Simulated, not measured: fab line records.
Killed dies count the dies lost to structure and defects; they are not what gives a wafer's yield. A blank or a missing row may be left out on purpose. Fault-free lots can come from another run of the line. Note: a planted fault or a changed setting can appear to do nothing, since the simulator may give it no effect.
Code-filled problem report in 8D (eight disciplines) form ; flow n5Finfet ; the parts of the form that need people (team, actions taken, sign-off) are left out

1. PROBLEM STATEMENT
Wafers without a fault read 1704.3 rpm, standard deviation 1.1; spinSpeedRpm at N5_BEOL_M15_COAT_04 reads a mean of 1573.5 rpm on 6 wafers belonging to 2 lots. That is -99 or more standard deviations from the usual mean.
The step: resist thk 800 nm.
First seen on wafer L570.1, day 15 12:04, on lithoTrack-01. The record has a number at this step for 18 wafers belonging to 6 lots. Rule for "out", or "out of limits": more than 4 standard deviations from the usual mean. Any other wafer with a number is counted as sound.

2. WHAT IT IS AND WHAT IT IS NOT
question;is;is not
which readings at this step;spinSpeedRpm;-
which lots;L570, L573;L560, L561, L575, L580
which wafers of those lots;all that have a number;-
read on which tools;lithoTrack-01;lithoTrack-02, lithoTrack-03
when;from day 15 12:04;"up to then (6 sound wafers); but 6 sound wafers of L575, L580 came after"

3. SUSPECTS, AND WHAT RULES EACH OUT
Counting: any tool at a process step up to the reading is kept as a suspect provided that every lot that is out went through it and no sound lot did after the first of them.
- pvdSputter-03 at N5_BEOL_M14_SPUTTER_45 (material Cu, target thk 100 nm, time 16.67 s): kept. It ran every lot that is out, first L570 (day 15 10:41), and no sound lot after that.
- rtpAnneal-01 at N5_BEOL_M14_ANNEAL_48 (time 90 s): ruled out as a lasting fault. Sound lots L575 ran on it after its first lot that is out, L570 (day 15 10:59).
- lithoTrack-01 at N5_BEOL_M15_COAT_04 (resist thk 800 nm): kept. All lots that are out passed through it, beginning with L570 at day 15 12:04, and no sound lot followed; its final sound lot before that point was L560 at day 11 18:11. Its own readings are out on those wafers: spinSpeedRpm.
After counting, pvdSputter-03 at N5_BEOL_M14_SPUTTER_45 and lithoTrack-01 at N5_BEOL_M15_COAT_04 remain.

4. THE CAUSE (what the simulator had put in)
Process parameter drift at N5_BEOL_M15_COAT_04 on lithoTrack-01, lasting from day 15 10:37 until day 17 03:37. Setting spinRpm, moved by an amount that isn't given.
Counting left 2 suspects, and this tool is among them.

5. THE EFFECT CHAIN, in route order
Rows list readings where the struck wafers' mean (over those with a number) sits beyond 3 standard deviations from the usual. Only readings for which the record gives a usual standard deviation are gone through. hours: the time from each lot's start at the first step in this table that gives one to its start at this step, as a median over the lots. sigmas: the change in usual standard deviations.
hours;step;reading;usual;on struck wafers;change;sigmas
0;N5_BEOL_M15_COAT_04;spinSpeedRpm;1704.3 rpm;1573.5;-130.8;-99 or more
Its process steps:
- N5_BEOL_M15_COAT_04: resist thk 800 nm.
Later steps that measure or inspect, where all struck wafers having a row at the step show a number for every such reading and not one has moved that far: N5_BEOL_M15_CD_MEAS_10, N5_BEOL_M15_OVL_MEAS_11, N5_BEOL_M15_INSPECT_12.

6. WHAT WOULD HAVE CAUGHT IT SOONER
In this record the first reading out of limits was taken at day 15 12:04, 1 hour after the fault began at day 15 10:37.
